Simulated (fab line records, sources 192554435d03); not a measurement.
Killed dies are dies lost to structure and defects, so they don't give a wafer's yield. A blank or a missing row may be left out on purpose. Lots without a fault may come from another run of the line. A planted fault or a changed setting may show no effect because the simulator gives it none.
Chamber matching | flow n5_finfet | N5_BEOL_M9_DEP_56 on pecvd-01: 3 sister chambers
The step deposits SiCN from 3MS/NH3, target thk 15 nm, time 26.5 s. 14 wafers are shown with their chamber, then 7 later ones without.

WAFERS WITH THEIR CHAMBER
wafer  | chamber | showerhead_plenum_p_Torr (Torr) | throttle_valve_pct (%)
L074.1 | 1       | 3.679                           | 10.0
L074.3 | 1       | 3.673                           | 9.8
L074.6 | 0       | 3.686                           | 8.5
L079.1 | 1       | 3.676                           | 9.7
L079.4 | 0       | 3.702                           | 8.8
L079.5 | 1       | 3.677                           | 9.9
L088.4 | 1       | 3.676                           | 10.0
L088.5 | 2       | 3.633                           | 8.4
L088.6 | 0       | 3.692                           | 9.1
L085.1 | 0       | 3.690                           | 9.0
L085.4 | 2       | 3.632                           | 8.0
L085.5 | 0       | 3.693                           | 9.0
L091.2 | 1       | 3.671                           | 9.7
L091.4 | 2       | 3.638                           | 8.1

SIGNATURES (means of the wafers above)
reading                  | chamber 0 | chamber 1 | chamber 2 | scatter within a chamber
showerhead_plenum_p_Torr | 3.69260   | 3.67533   | 3.63433   | 0.00428
throttle_valve_pct       | 8.880     | 9.850     | 8.167     | 0.193
Rule: a wafer's distance from a chamber is the root of the sum, over the readings, of the square of ((its reading less the chamber's mean) divided by the reading's scatter). The wafer belongs to the nearest chamber; if the next one is less than 2 further off, it can't be placed. The scatter: the root of (the sum of the squares of (reading less its chamber's mean) over the shown wafers, divided by (wafers less chambers)).

WAFERS WITHOUT THEIR CHAMBER
wafer  | showerhead_plenum_p_Torr (Torr) | throttle_valve_pct (%)
L091.6 | 3.679                           | 10.1
L093.2 | 3.687                           | 9.0
L093.4 | 3.637                           | 8.4
L093.5 | 3.688                           | 8.8
L096.2 | 3.697                           | 8.7
L096.4 | 3.699                           | 9.1
L096.5 | 3.668                           | 9.7

WHICH CHAMBER EACH WENT THROUGH
wafer  | from the rows above | in truth
L091.6 | 1                   | 1
L093.2 | 0                   | 0
L093.4 | 2                   | 2
L093.5 | 0                   | 0
L096.2 | 0                   | 0
L096.4 | 0                   | 0
L096.5 | 1                   | 1
Placed correctly: 7 of 7. Can't be placed from these rows: 0. Placed wrongly: 0.
